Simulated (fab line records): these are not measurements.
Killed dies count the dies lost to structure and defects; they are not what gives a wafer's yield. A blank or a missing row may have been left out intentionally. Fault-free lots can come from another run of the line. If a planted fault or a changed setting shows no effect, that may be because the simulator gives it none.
Matching of chambers :: flow n5Finfet :: 4 sister chambers for N5_HKMG_FIN_NWFM_ALD_20 on aldMetal-02
The step deposits TiAlC, target thk 2 nm, pulse time 3 s, purge time 2 s. 4 wafers are shown with their chamber, then 9 later ones without.

== EACH WAFER AND ITS CHAMBER ==
wafer: L085.3
chamber: 3
heaterPowerW (W): 440

wafer: L088.6
chamber: 0
heaterPowerW (W): 539

wafer: L089.3
chamber: 2
heaterPowerW (W): 391

wafer: L089.6
chamber: 1
heaterPowerW (W): 435

== WAFERS MISSING THEIR CHAMBER ==
wafer: L090.3
heaterPowerW (W): 437

wafer: L090.4
heaterPowerW (W): 403

wafer: L090.5
heaterPowerW (W): 388

wafer: L095.2
heaterPowerW (W): 426

wafer: L095.5
heaterPowerW (W): 443

wafer: L095.6
heaterPowerW (W): 397

wafer: L096.2
heaterPowerW (W): 550

wafer: L096.4
heaterPowerW (W): 433

wafer: L096.5
heaterPowerW (W): 383

== EACH ONE'S CHAMBER ==
wafer: L090.3
from the rows above: can't be placed: 1 or 3
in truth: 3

wafer: L090.4
from the rows above: 2
in truth: 2

wafer: L090.5
from the rows above: 2
in truth: 2

wafer: L095.2
from the rows above: can't be placed: 1 or 3
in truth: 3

wafer: L095.5
from the rows above: can't be placed: 3 or 1
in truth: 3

wafer: L095.6
from the rows above: 2
in truth: 2

wafer: L096.2
from the rows above: 0
in truth: 0

wafer: L096.4
from the rows above: can't be placed: 1 or 3
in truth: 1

wafer: L096.5
from the rows above: 2
in truth: 2
Correct placement for 5 of the 9. Cannot be placed on the basis of these rows: 4; the candidates contain the true chamber in 4. Number placed wrongly: 0.
How it was worked out, from the rows above alone: a wafer's distance from a chamber is the root of the sum, over the readings, of the square of ((its reading less the chamber's mean) divided by the reading's scatter). The wafer belongs to the nearest chamber; if the next one is less than 2 further off, it can't be placed. For every chamber, the mean is computed from those of its wafers that are shown. The scatter: root of mean squared gap, hidden wafer to nearest shown wafer, with one shown wafer a chamber.
